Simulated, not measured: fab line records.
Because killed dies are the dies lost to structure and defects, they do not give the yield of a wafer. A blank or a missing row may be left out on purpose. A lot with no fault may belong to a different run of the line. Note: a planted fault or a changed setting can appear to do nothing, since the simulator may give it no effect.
fab line records	flow nand-harc
[record] lots = 11	wafers = 33	last-day = 32
route steps=1302 shown A_CONTACT@1044 END@1302
lots untouched by any fault: they come from a run of this same line in which no faults occurred
start-h: start of the lot's first displayed wafer, in hours after the record's first day	wait-h: hours since the lot's step before	" repeats the value in the row above	L1.1+2: several wafers, shown together as one row	- either no value or no given start	* or withheld: withheld	< > ~ a bound
route shown NAME@n: NAME is a module with steps in the file, n the number in the route of the first one	usual: the fault-free wafers' mean and standard deviation	same: alike in all rows	chamber/n: place in a boat	sites: per-site readings	_std_site: the standard deviation of these	_edge_site: mean of outer sites minus mean of inner sites	radius-mm: for every site, how far away it sits from the centre of the wafer	mask NAME#n: copy n	behind: the most recent tool/chamber to have shaped the wafer	hold: the reason the lot was held/the length of the hold in hours/how it ended	device: the n, p or np transistor that did not switch	end of line: at the end of the route, the tests of the same wafers	for a step that has no rows: nothing shown but its recipe	killed: dies that structure and defects cost at the first sort, which is not the same as the wafer's yield	map: shows each die of a wafer: x if killed, . if not, _ if none is there
set.NAME: the setting as run; set.NAME@STEP: as run at that earlier step	model.NAME: the simulator's own value behind a step, which no gauge read
route steps across a sampled set of lots; one table per step, one row per wafer
services: a tool's chamber out of use, with start hour (start-h, from the record's first day; less than 0 if before it), hours out, and reason
[[steps]]
[step NHARC_A_CONTACT_ETCH_76]
[recipe] target-depth-a = 2600	over-etch-frac = 0.3	time-s = 475.3	ion-energy-ev = 200	n2-flow-sccm = 150	h2-flow-sccm = 150	ar-flow-sccm = 0	rf-w = 400	bias-w = 150	chemistry = N2/H2
[usual] bias-w = 150.0/0.46	chamber-pressure-mTorr = 30.005/0.03	drypump-motor-current-A = 5.7/0.49	mfc-ar-sccm = 0.002/0.0064	oes-product-au = 1.001/0.0078	rf-vpp-V = 432/3.5	showerhead-plenum-p-Torr = 2.10/0.13	throttle-valve-pct = 14.171/0.0086
[same] time-s = 475.3
lot.wafer	tool	chamber	start-h	wait-h	bias-w	chamber-pressure-mTorr	drypump-motor-current-A	mfc-ar-sccm	oes-product-au	rf-hours-counter-h	rf-vpp-V	showerhead-plenum-p-Torr	throttle-valve-pct
L309.1	rie-diel-01	3	-	-	149.8	30.021	6.8	0	1.006	40	435	2.20	14.165
L309.4	"	0	"	"	149.5	30.000	5.3	0.028	0.998	41	429	1.96	14.168
L309.5	"	0	"	"	149.7	30.030	5.3	0.028	1.003	-	428	1.96	14.154
L312.3	rie-diel-11	1	-	-	149.8	30.027	5.5	0	1.006	16	434	2.21	14.179
L312.2	"	2	"	"	149.2	30.037	5.1	0	1.006	16	435	2.20	14.174
L312.1	"	0	"	"	150.0	30.035	6.3	0	1.015	18	428	1.93	14.184
L314.3	rie-diel-11	0	-	-	150.6	30.014	6.3	0	1.005	20	428	1.93	14.166
L314.1	"	2	"	"	149.1	29.920	5.2	0	1.017	19	434	2.20	14.169
L314.5	"	0	"	"	150.6	29.977	6.4	0	1.007	-	426	1.93	14.166
L315.3	rie-diel-11	2	-	-	149.2	30.013	5.1	0	1.007	22	435	2.20	14.155
L315.1	"	3	"	"	149.6	30.015	5.6	0.002	0.998	23	435	2.21	14.172
L315.2	"	1	"	"	149.8	30.013	5.5	0	1.009	23	435	2.21	14.171
L318.1	rie-diel-11	3	-	-	149.6	30.015	5.6	0.002	0.998	26	434	2.21	14.173
L318.4	"	2	"	"	150.3	30.026	5.1	0	1.009	26	434	2.20	14.170
L318.5	"	3	"	"	149.6	30.010	5.6	0.002	0.996	-	435	2.21	14.185
L317.3	rie-diel-04	3	-	-	149.9	29.986	5.4	0	0.996	19	430	1.97	14.171
L317.2	"	2	"	"	150.3	29.997	5.4	0	1.002	18	426	1.89	14.168
L317.6	"	3	"	"	149.3	30.011	5.4	0	1.004	-	430	1.97	14.169
L319.2	rie-diel-04	3	-	-	150.5	30.055	5.4	0	1.000	22	430	1.97	14.173
L319.1	"	0	"	"	149.4	29.999	5.7	0	0.988	24	433	2.15	14.171
L319.5	"	3	"	"	150.3	30.002	5.4	0	0.997	-	429	1.97	14.174
L320.1	rie-diel-04	1	-	-	149.5	29.978	5.0	0	1.004	29	435	2.21	14.183
L320.4	"	2	"	"	150.2	29.978	5.4	0	0.994	26	426	1.88	14.181
L320.2	"	3	"	"	150.4	29.925	5.5	0	1.000	30	428	1.97	14.181
L322.2	rie-diel-11	1	-	-	149.8	29.937	5.5	0	1.002	4	434	2.21	14.168
L322.1	"	2	"	"	150.4	29.947	5.2	0	0.998	4	437	2.20	14.174
L322.6	"	0	"	"	150.1	29.993	6.3	0	1.001	-	427	1.92	14.167
L325.4	rie-diel-04	0	-	-	150.0	29.942	5.7	0	0.990	54	433	2.14	14.183
L325.3	"	2	"	"	149.0	30.022	5.4	0	1.003	45	425	1.88	14.163
L325.2	"	3	"	"	150.4	30.005	5.5	0	0.997	53	427	1.96	14.168
L328.2	rie-diel-11	1	-	-	150.1	29.983	5.5	0	1.003	12	434	2.20	14.161
L328.1	"	3	"	"	150.0	30.005	5.6	0.002	1.004	14	433	2.20	14.171
L328.5	"	1	"	"	149.8	30.006	5.5	0	1.007	-	435	2.20	14.166
[step NHARC_A_CONTACT_ETCH_127]
[recipe] source-w = withheld	pressure-mtorr = 20	bias-v = 3000	time-s = 197	target-depth-a = 19180	ar-flow-sccm = withheld	c4f8-flow-sccm = withheld	o2-flow-sccm = withheld	chemistry = C4F8/O2/Ar
[usual] chamber-pressure-mTorr = 19.998/0.019	oes-air-line-au = 0.996/0.021
[same] time-s = 197
lot.wafer	tool	chamber	start-h	wait-h	chamber-pressure-mTorr	oes-air-line-au	rf-hours-counter-h
L309.1	har-cap-etch-03	1	522.65	0.1	20.028	1.004	45
L309.4	"	1	"	"	19.989	0.970	-
L309.5	"	1	"	"	20.028	0.982	-
L312.2	har-cap-etch-02	1	558.83	0.1	19.975	0.997	92
L312.1	"	0	"	"	19.944	1.014	92
L312.3	"	0	"	"	20.020	1.010	-
L314.1	har-cap-etch-02	1	568.80	0.1	20.015	0.986	93
L314.3	"	1	"	"	19.988	0.998	-
L314.5	"	0	"	"	20.015	0.998	-
L315.2	har-cap-etch-03	1	588.52	0.1	20.000	1.007	57
L315.1	"	0	"	"	20.009	1.004	57
L315.3	"	1	"	"	20.018	1.005	-
L318.1	har-cap-etch-03	1	606.03	0.1	20.029	1.023	60
L318.4	"	0	"	"	20.008	0.999	-
L318.5	"	0	"	"	20.000	1.008	-
L317.2	har-cap-etch-02	0	611.89	0.1	20.049	0.988	101
L317.3	"	1	"	"	20.002	1.013	-
L317.6	"	1	"	"	19.976	0.988	-
L319.2	har-cap-etch-01	0	622.93	0.1	20.008	0.997	22
L319.1	"	1	"	"	20.013	1.015	22
L319.5	"	0	"	"	19.998	0.978	-
L320.1	har-cap-etch-01	1	637.63	0.1	19.993	1.012	23
L320.2	"	0	"	"	20.014	0.998	23
L320.4	"	1	"	"	20.009	0.983	-
L322.1	har-cap-etch-01	1	655.29	0.1	20.023	1.031	27
L322.2	"	0	"	"	20.000	0.995	27
L322.6	"	0	"	"	20.005	0.970	-
L325.2	har-cap-etch-01	0	700.37	0.1	20.023	0.979	35
L325.3	"	0	"	"	19.998	0.970	-
L325.4	"	1	"	"	20.022	0.968	-
L328.2	har-cap-etch-03	0	713.33	0.1	19.981	0.983	79
L328.1	"	1	"	"	19.997	0.968	79
L328.5	"	1	"	"	19.988	0.985	-
[step NHARC_A_CONTACT_ETCH_133]
[recipe] source-w = withheld	pressure-mtorr = 20	bias-v = 400	time-s = 374	target-depth-a = 16100	ar-flow-sccm = withheld	c4f8-flow-sccm = 11.5	o2-flow-sccm = 7.2	chemistry = C4F8/O2/Ar
[usual] chamber-pressure-mTorr = 20.001/0.017	oes-air-line-au = 1.000/0.021
[same] time-s = 374
lot.wafer	tool	chamber	start-h	wait-h	chamber-pressure-mTorr	oes-air-line-au	rf-hours-counter-h
L309.1	har-cap-etch-03	1	523.74	0.2	19.998	0.965	46
L309.4	"	1	"	"	20.038	0.975	-
L309.5	"	1	"	"	19.973	1.002	-
L312.2	har-cap-etch-02	1	559.89	0.1	20.016	0.977	93
L312.1	"	0	"	"	20.003	1.011	93
L312.3	"	0	"	"	19.981	1.015	-
L314.1	har-cap-etch-02	1	569.89	0.2	19.981	1.040	94
L314.3	"	1	"	"	19.991	1.066	-
L314.5	"	0	"	"	20.021	1.011	-
L315.2	har-cap-etch-03	1	589.58	0.1	20.008	1.012	58
L315.1	"	0	"	"	20.002	0.989	58
L315.3	"	1	"	"	20.007	0.960	-
L318.1	har-cap-etch-03	1	607.09	0.1	19.998	0.984	61
L318.4	"	0	"	"	20.027	0.991	-
L318.5	"	0	"	"	19.983	1.006	-
L317.2	har-cap-etch-02	0	612.99	0.2	20.000	0.968	102
L317.3	"	1	"	"	20.007	0.995	-
L317.6	"	1	"	"	20.021	0.993	-
L319.2	har-cap-etch-01	0	623.99	0.1	19.985	1.015	23
L319.1	"	1	"	"	20.001	0.981	23
L319.5	"	0	"	"	20.009	0.997	-
L320.1	har-cap-etch-01	1	638.69	0.1	19.999	0.978	24
L320.2	"	0	"	"	19.999	1.022	24
L320.4	"	1	"	"	19.989	0.998	-
L322.1	har-cap-etch-01	1	656.34	0.1	20.014	0.979	28
L322.2	"	0	"	"	20.005	1.019	28
L322.6	"	0	"	"	19.996	1.013	-
L325.2	har-cap-etch-01	0	701.42	0.1	19.985	1.015	36
L325.3	"	0	"	"	19.960	0.990	-
L325.4	"	1	"	"	20.007	0.982	-
L328.2	har-cap-etch-03	0	714.39	0.1	19.983	1.021	80
L328.1	"	1	"	"	19.990	1.025	80
L328.5	"	1	"	"	19.982	0.997	-
[step NHARC_A_CONTACT_ETCH_91]
[recipe] target-depth-a = 400	over-etch-frac = 0.5	time-s = 85.7	ion-energy-ev = 120	ch3f-flow-sccm = 50	o2-flow-sccm = 30	ar-flow-sccm = 200	rf-w = 500	bias-w = 100	chemistry = CH3F/O2
[usual] bias-w = 100.0/0.31	ch3f-flow-sccm = 49.99/0.16	drypump-motor-current-A = 5.6/0.46	mfc-ar-sccm = 200.0/0.6	oes-product-au = 0.94/0.031	rf-vpp-V = 245.3/2.1	showerhead-plenum-p-Torr = 2.53/0.15	throttle-valve-pct = 20.662/0.0093	time-s = 85.7/0
lot.wafer	tool	chamber	start-h	wait-h	bias-w	ch3f-flow-sccm	drypump-motor-current-A	mfc-ar-sccm	oes-product-au	rf-hours-counter-h	rf-vpp-V	showerhead-plenum-p-Torr	throttle-valve-pct	time-s
L309.4	rie-diel-01	2	524.49	0.5	100.2	49.65	5.9	199.8	0.94	45	245.9	2.51	20.656	85.7
L309.1	"	3	"	"	100.1	50.00	6.8	200.9	0.92	41	246.4	2.64	20.663	85.7
L309.5	"	0	"	"	100.3	49.86	5.4	200.5	0.92	-	242.6	2.37	20.672	85.7
L312.3	rie-diel-11	2	560.67	0.5	100.2	49.87	5.1	200.1	0.94	17	246.0	2.64	20.677	85.7
L312.1	"	3	"	"	100.1	50.09	5.6	199.5	0.93	17	247.6	2.65	20.643	85.7
L312.2	"	0	"	"	99.3	50.11	6.3	199.7	0.94	18	241.9	2.33	20.662	85.7
L314.1	rie-diel-11	1	570.62	0.7	100.1	50.18	5.5	200.0	0.93	20	247.5	2.65	20.646	85.7
L314.3	"	3	"	"	100.1	49.87	5.6	199.7	0.92	20	247.2	2.65	20.664	85.7
L314.5	"	0	"	"	100.5	49.88	6.3	200.0	0.93	-	241.5	2.33	20.655	85.7
L315.2	rie-diel-11	2	590.38	0.7	100.2	49.76	5.1	201.0	0.93	23	247.6	2.64	20.651	85.7
L315.3	"	0	"	"	99.8	50.25	6.3	200.9	0.92	24	242.4	2.33	20.651	85.7
L315.1	"	1	"	"	99.8	50.04	5.5	199.4	0.93	23	247.8	2.65	20.652	85.7
L318.4	rie-diel-11	3	607.90	0.5	100.3	49.78	5.6	200.3	0.94	27	247.6	2.65	20.650	85.7
L318.1	"	0	"	"	100.0	50.01	6.4	200.8	0.94	28	243.3	2.33	20.658	85.7
L318.5	"	2	"	"	100.2	49.91	5.1	199.7	0.95	-	246.1	2.64	20.656	85.7
L317.2	rie-diel-04	1	613.70	0.6	100.0	49.83	5.0	200.3	0.93	22	246.3	2.65	20.666	85.7
L317.3	"	3	"	"	99.8	50.09	5.5	200.2	0.92	20	241.8	2.38	20.653	85.7
L317.6	"	2	"	"	100.3	50.33	5.4	198.4	0.92	-	241.6	2.29	20.670	85.7
L319.1	rie-diel-11	3	624.81	0.7	99.6	50.00	5.6	200.0	1.00	0	246.2	2.65	20.645	85.7
L319.2	"	0	"	"	100.4	49.80	6.3	200.4	1.01	0	241.8	2.33	20.654	85.7
L319.5	"	1	"	"	100.0	50.13	5.5	200.9	1.02	-	245.5	2.65	20.661	85.7
L320.2	rie-diel-11	3	639.47	0.6	100.2	50.14	5.6	200.6	0.92	2	245.7	2.65	20.667	85.7
L320.4	"	0	"	"	100.0	50.18	6.4	201.0	0.92	2	243.6	2.33	20.654	85.7
L320.1	"	2	"	"	99.7	50.05	5.1	200.3	0.93	2	246.3	2.64	20.664	85.7
L322.1	rie-diel-11	3	657.15	0.7	100.5	49.86	5.6	199.6	0.92	6	246.5	2.65	20.668	85.7
L322.2	"	0	"	"	100.0	49.67	6.3	200.7	0.93	6	243.4	2.32	20.654	85.7
L322.6	"	3	"	"	99.5	50.13	5.6	199.8	0.92	-	246.3	2.65	20.654	85.7
L325.4	rie-diel-01	2	702.21	0.5	-	-	-	-	-	-	-	-	-	-
L325.2	"	3	"	"	-	-	-	-	-	-	-	-	-	-
L325.3	"	0	"	"	-	-	-	-	-	-	-	-	-	-
L328.2	rie-diel-01	1	715.17	0.7	-	-	-	-	-	-	-	-	-	-
L328.1	"	3	"	"	-	-	-	-	-	-	-	-	-	-
L328.5	"	2	"	"	-	-	-	-	-	-	-	-	-	-
[step NHARC_END_SORT_01]
[recipe] temp-c = 25
[usual] killed-at-array = 61/23	killed-at-other = 1.3/1.4	killed-at-periphery = 4.0/2.6	killed-dies = 66/22	killed-open = 3.4/1.8	killed-short = 2.3/1.4
[same] gross-dies = 677
lot.wafer	tool	chamber	start-h	wait-h	killed-at-array	killed-at-other	killed-at-periphery	killed-dies	killed-open	killed-short
L325.2	prober-02	0	765.81	2.8	671	1	5	677	5	4
L325.3	prober-02	0	766.61	3.1	663	2	12	677	3	0
L325.4	prober-02	0	767.41	3.4	669	1	7	677	1	1
L328.1	prober-01	0	771.52	2.5	673	0	4	677	2	2
L328.2	prober-01	0	772.32	2.8	672	1	4	677	6	0
L328.5	prober-01	0	774.73	3.7	672	1	4	677	4	3
// killed by level:class
L325.2 A_CONTACT:area-etch=603 A_SLIT:chamber-film-flake=27 A_CHANNEL_HOLE_D2:chamber-film-flake=15 A_CHANNEL_HOLE_D1:chamber-film-flake=11 P_CONTACT:chamber-film-flake=4 A_ONON_D1:geometric-particle:short=3 A_ONON_D1:geometric-particle:open=3 A_STAIRCASE:chamber-film-flake=2
L325.3 A_CONTACT:area-etch=598 A_CHANNEL_HOLE_D2:chamber-film-flake=27 A_SLIT:chamber-film-flake=19 P_CONTACT:chamber-film-flake=10 A_CHANNEL_HOLE_D1:chamber-film-flake=10 A_M1:geometric-particle:open=2 A_CHANNEL_FILL_D1:chamber-film-flake=2 A_CONTACT:chamber-film-flake=2
L325.4 A_CONTACT:area-etch=595 A_CHANNEL_HOLE_D2:chamber-film-flake=33 A_SLIT:chamber-film-flake=22 A_CHANNEL_HOLE_D1:chamber-film-flake=9 P_CONTACT:chamber-film-flake=6 A_CONTACT:chamber-film-flake=6 A_DECK1_JOINT:geometric-particle:open=1 A_SGD_CUT:geometric-particle:short=1
L328.1 A_CONTACT:area-etch=616 A_CHANNEL_HOLE_D2:chamber-film-flake=25 A_CHANNEL_HOLE_D1:chamber-film-flake=9 A_SLIT:chamber-film-flake=7 A_DECK1_JOINT:chamber-film-flake=4 A_M1:chamber-film-flake=4 A_CHANNEL_FILL_D1:chamber-film-flake=3 P_GATE:chamber-film-flake=2
L328.2 A_CONTACT:area-etch=615 A_CHANNEL_HOLE_D2:chamber-film-flake=30 A_CHANNEL_HOLE_D1:chamber-film-flake=7 A_M1:chamber-film-flake=7 A_SLIT:chamber-film-flake=6 A_WL_FILL:geometric-particle:open=3 A_CONTACT:chamber-film-flake=2 P_CONTACT:geometric-particle:open=1
L328.5 A_CONTACT:area-etch=612 A_CHANNEL_HOLE_D2:chamber-film-flake=20 A_CHANNEL_HOLE_D1:chamber-film-flake=17 A_SLIT:chamber-film-flake=7 A_CONTACT:chamber-film-flake=4 A_M1:chamber-film-flake=3 A_CHANNEL_FILL_D1:geometric-particle:open=2 P_GATE:chamber-film-flake=2
[[services]]
tool	chamber	start-h	hours	kind
har-cap-etch-01	-	497.00	17.0	pm
rie-diel-04	0	508.72	4.9	repair
rie-diel-11	0	515.18	-	clean
rie-diel-11	1	515.18	-	clean
rie-diel-11	2	515.18	-	clean
rie-diel-11	3	515.18	-	clean
rie-diel-11	3	518.81	2.8	repair
rie-diel-04	-	533.00	9.0	pm
rie-diel-11	0	539.68	-	clean
rie-diel-11	1	539.68	-	clean
rie-diel-11	2	539.68	-	clean
rie-diel-11	3	539.68	-	clean
rie-diel-01	-	557.93	9.0	pm
rie-diel-11	0	564.18	-	clean
rie-diel-11	1	564.18	-	clean
rie-diel-11	2	564.18	-	clean
rie-diel-11	3	564.18	-	clean
rie-diel-11	0	588.68	-	clean
rie-diel-11	1	588.68	-	clean
rie-diel-01	1	598.73	6.5	repair
rie-diel-11	-	609.50	9.0	pm
rie-diel-01	3	640.82	3.7	repair
rie-diel-11	1	656.67	20.0	repair
rie-diel-04	-	710.00	9.0	pm
[[key]]
[first-sign] step = NHARC_A_CONTACT_ETCH_91	reading = tool-record	direction = missing
[effect] step = NHARC_END_SORT_01	reading = killed-dies	direction = up	sigmas = 27	usual = 66	struck = 677
[more-kills-born-at] NHARC_A_CONTACT_ETCH_91@rie-diel-01 = 3637
met-at NHARC_A_CONTACT_ETCH_91
struck-lots L325,L328
later-rows-left-out L325.2,L325.3,L325.4,L328.1,L328.2,L328.5
tester-left-out L325,L328
not-acting-at NHARC_A_CONTACT_ETCH_76,NHARC_A_CONTACT_ETCH_127,NHARC_A_CONTACT_ETCH_133
onset-between 524.49 702.21
[fault] kind = skipped-step-whole	tool = rie-diel-01	chamber = -	onset-h = 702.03	steps = NHARC_A_CONTACT_ETCH_91	scope = struck-lots-only
// tester-left-out: of these lots the tester's yield and bins aren't shown, on N5 and GAA mostly nor the transistor test; their killed dies are dies lost to structure and defects alone, not to doping, threshold or leakage, so they don't give the yield
// later-rows-left-out: the simulator's readings of these wafers behind a module that went badly wrong aren't trusted and aren't shown, but for the sort
